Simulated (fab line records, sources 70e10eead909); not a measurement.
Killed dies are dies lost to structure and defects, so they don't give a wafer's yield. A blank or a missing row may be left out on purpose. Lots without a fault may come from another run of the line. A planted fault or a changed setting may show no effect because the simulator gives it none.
Which tool did it? | flow nand_harc | 12 lots, 36 wafers sampled, at 5 steps of a route of 1159

WHAT THE GAUGES READ, wafer by wafer
NHARC_END_SORT_01. Usual: killed_at_array 27, standard deviation 10; killed_at_other 0.6, standard deviation 0.96; killed_at_periphery 3.4, standard deviation 2.7; killed_dies 31, standard deviation 10; killed_open 2.9, standard deviation 1.8; killed_short 1.8, standard deviation 1.4.
lot  | measured     | on        | killed_at_array | killed_at_other | killed_at_periphery | killed_dies | killed_open | killed_short | flag
L161 | day 20 02:46 | prober-02 | 22 30 22        | 2 1 1           | 0 5 4               | 24 36 27    | 2 3 2       | 4 0 2        |

WHICH TOOL RAN EACH LOT (tool, then ch and the chambers of the sampled wafers, then the start)
lot  | NHARC_P_ZERO_WELL_RTA_42        | NHARC_P_STI_ETCH_15             | NHARC_P_GATE_DESCUM_13            | NHARC_P_GATE_DEP_103
L160 | rtp_anneal-01 ch 0, day 1 18:54 | rie_si-04 ch 0,2,3, day 2 14:45 | rie_diel-13 ch 2,3, day 4 04:53   | pecvd-04 ch 1,2, day 4 19:40
L161 | rtp_anneal-01 ch 0, day 2 01:18 | rie_si-06 ch 0,1,2, day 2 14:57 | rie_diel-13 ch 2,3, day 4 04:46   | pecvd-03 ch 1,2, day 4 19:28
L163 | rtp_anneal-01 ch 0, day 2 13:10 | rie_si-06 ch 0,1,2, day 3 02:41 | rie_diel-13 ch 0,1,3, day 4 18:14 | pecvd-03 ch 1,2, day 5 07:43
L164 | rtp_anneal-02 ch 0, day 2 19:17 | rie_si-04 ch 2,3, day 3 12:23   | rie_diel-01 ch 0,2, day 5 04:23   | pecvd-04 ch 1,2, day 5 17:14
L172 | rtp_anneal-02 ch 0, day 4 19:06 | rie_si-04 ch 1,2,3, day 5 12:07 | rie_diel-03 ch 0,2,3, day 7 10:40 | pecvd-04 ch 0,2, day 8 02:01
L173 | rtp_anneal-01 ch 0, day 5 01:07 | rie_si-06 ch 2,3, day 5 18:51   | rie_diel-13 ch 0,1, day 7 10:26   | pecvd-01 ch 1,2, day 8 02:35
L174 | rtp_anneal-01 ch 0, day 5 06:46 | rie_si-03 ch 0,2,3, day 6 00:58 | rie_diel-03 ch 2,3, day 7 10:24   | pecvd-04 ch 0,1,2, day 8 02:40
L175 | rtp_anneal-02 ch 0, day 5 13:00 | rie_si-06 ch 0,1, day 6 05:32   | rie_diel-13 ch 1,2,3, day 7 10:37 | pecvd-01 ch 1,2, day 8 01:53
L176 | rtp_anneal-01 ch 0, day 5 19:13 | rie_si-03 ch 0,1,3, day 6 11:51 | rie_diel-01 ch 1,2,3, day 8 00:26 | pecvd-03 ch 1,2, day 8 15:04
L178 | rtp_anneal-01 ch 0, day 6 07:16 | rie_si-06 ch 1,2, day 7 00:16   | rie_diel-13 ch 0,1, day 8 18:58   | pecvd-01 ch 0,1,2, day 9 07:38
L181 | rtp_anneal-01 ch 0, day 7 00:52 | rie_si-06 ch 1,3, day 7 20:00   | rie_diel-13 ch 0,1,2, day 9 11:09 | pecvd-04 ch 0,2, day 9 23:38
L183 | rtp_anneal-01 ch 0, day 7 12:55 | rie_si-04 ch 1,2,3, day 8 06:52 | rie_diel-03 ch 2,3, day 9 21:13   | pecvd-03 ch 0,1, day 10 12:58
- NHARC_P_ZERO_WELL_RTA_42: time 300 s.
- NHARC_P_STI_ETCH_15: etches the open film in HBr/Cl2, target depth 300 nm, time 100.1 s.
- NHARC_P_GATE_DESCUM_13: chemistry O2, time 3 s.
- NHARC_P_GATE_DEP_103: deposits SiON, target thk 30 nm.

WHAT THE TOOLS THEMSELVES READ (means of the sampled wafers that have a number; where no wafer has one, the mark that the record gives instead)
NHARC_P_ZERO_WELL_RTA_42. Usual: lamp_power_pct 34 %, standard deviation 4.2; lamp_zone_4_pct 34 %, standard deviation 4.2; wafer_temp_C_max 1104.7, standard deviation 1.2.
lot  | tool          | lamp_power_pct (%) | lamp_zone_4_pct (%) | wafer_temp_C_max | flag
L160 | rtp_anneal-01 | 31                 | 31                  | 1105.5           |
L161 | rtp_anneal-01 | 31                 | 31                  | 1105.4           |
L163 | rtp_anneal-01 | 31                 | 31                  | 1104.6           |
L164 | rtp_anneal-02 | 39                 | 39                  | 1103.2           |
L172 | rtp_anneal-02 | 39                 | 39                  | 1103.8           |
L173 | rtp_anneal-01 | 31                 | 31                  | 1105.3           |
L174 | rtp_anneal-01 | 31                 | 31                  | 1106.2           |
L175 | rtp_anneal-02 | 39                 | 39                  | 1104.0           |
L176 | rtp_anneal-01 | 31                 | 31                  | 1105.5           |
L178 | rtp_anneal-01 | 31                 | 31                  | 1104.4           |
L181 | rtp_anneal-01 | 31                 | 31                  | 1106.0           |
L183 | rtp_anneal-01 | 31                 | 31                  | 1105.0           |

NHARC_P_STI_ETCH_15. Usual: drypump_motor_current_A 5.8 A, standard deviation 0.4; oes_product_au 1.001 a.u., standard deviation 0.012; throttle_valve_pct 26.406 %, standard deviation 0.0092.
lot  | tool      | drypump_motor_current_A (A) | oes_product_au (a.u.) | throttle_valve_pct (%) | flag
L160 | rie_si-04 | 5.7                         | 1.000                 | 26.405                 |
L161 | rie_si-06 | 5.9                         | 1.010                 | 26.403                 |
L163 | rie_si-06 | 5.9                         | 1.007                 | 26.406                 |
L164 | rie_si-04 | 5.8                         | 0.997                 | 26.403                 |
L172 | rie_si-04 | 5.8                         | 1.003                 | 26.405                 |
L173 | rie_si-06 | 5.9                         | 0.994                 | 26.407                 |
L174 | rie_si-03 | 5.4                         | 1.002                 | 26.410                 |
L175 | rie_si-06 | 6.2                         | 1.010                 | 26.398                 |
L176 | rie_si-03 | 5.5                         | 0.988                 | 26.406                 |
L178 | rie_si-06 | 5.6                         | 0.998                 | 26.404                 |
L181 | rie_si-06 | 5.9                         | 0.989                 | 26.401                 |
L183 | rie_si-04 | 5.8                         | 1.003                 | 26.407                 |

NHARC_P_GATE_DESCUM_13. Usual: drypump_motor_current_A 5.7 A, standard deviation 0.45; oes_product_au 1.001 a.u., standard deviation 0.012; rf_vpp_V 57.7 V, standard deviation 1; showerhead_plenum_p_Torr 1.89 Torr, standard deviation 0.1; throttle_valve_pct 11.312 %, standard deviation 0.0093.
lot  | tool        | drypump_motor_current_A (A) | oes_product_au (a.u.) | rf_vpp_V (V) | showerhead_plenum_p_Torr (Torr) | throttle_valve_pct (%) | flag
L160 | rie_diel-13 | 5.1                         | 0.991                 | 57.2         | 1.78                            | 11.320                 |
L161 | rie_diel-13 | 5.1                         | 1.001                 | 56.7         | 1.78                            | 11.316                 |
L163 | rie_diel-13 | 5.6                         | 1.000                 | 58.2         | 1.88                            | 11.314                 |
L164 | rie_diel-01 | 6.2                         | 0.993                 | 58.3         | 1.96                            | 11.313                 |
L172 | rie_diel-03 | 5.6                         | 1.009                 | 58.0         | 1.95                            | 11.307                 |
L173 | rie_diel-13 | 6.0                         | 0.999                 | 58.1         | 1.95                            | 11.309                 |
L174 | rie_diel-03 | 5.6                         | 1.010                 | 57.2         | 1.93                            | 11.310                 |
L175 | rie_diel-13 | 5.5                         | 0.997                 | 57.9         | 1.85                            | 11.312                 |
L176 | rie_diel-01 | 5.5                         | 0.992                 | 58.1         | 2.04                            | 11.311                 |
L178 | rie_diel-13 | 6.0                         | 1.000                 | 59.2         | 1.95                            | 11.308                 |
L181 | rie_diel-13 | 5.9                         | 1.008                 | 57.8         | 1.88                            | 11.304                 |
L183 | rie_diel-03 | 5.6                         | 1.014                 | 58.1         | 1.92                            | 11.313                 |

NHARC_P_GATE_DEP_103. Usual: heater_power_outer_w 444 W, standard deviation 51; heater_power_w 767 W, standard deviation 74.
lot  | tool     | heater_power_outer_w (W) | heater_power_w (W) | flag
L160 | pecvd-04 | 469                      | 793                |
L161 | pecvd-03 | 443                      | 753                |
L163 | pecvd-03 | 381                      | 674                |
L164 | pecvd-04 | 457                      | 781                |
L172 | pecvd-04 | 445                      | 788                |
L173 | pecvd-01 | 432                      | 715                |
L174 | pecvd-04 | 422                      | 741                |
L175 | pecvd-01 | 482                      | 785                |
L176 | pecvd-03 | 450                      | 761                |
L178 | pecvd-01 | 477                      | 785                |
L181 | pecvd-04 | 439                      | 764                |
L183 | pecvd-03 | 471                      | 834                |

THE ANSWER, worked out from the rows above alone
Rule: a lot is off if the mean of its wafers that have a number lies more than 3 standard deviations from the usual mean. A lot without any number at a reading at which 4 lots or more have one is off too. The other lots that the step has rows for count as sound. The gauges are gone through in route order, then the tools' own readings, and for those a lot's mean is taken as printed above. The first step at which some lot is off is used, and at that step the reading that is off furthest; a lot without a number counts as furthest.
No lot is off at any reading shown: from this, nothing can be told.

WHAT THE SIMULATOR HAD PUT IN
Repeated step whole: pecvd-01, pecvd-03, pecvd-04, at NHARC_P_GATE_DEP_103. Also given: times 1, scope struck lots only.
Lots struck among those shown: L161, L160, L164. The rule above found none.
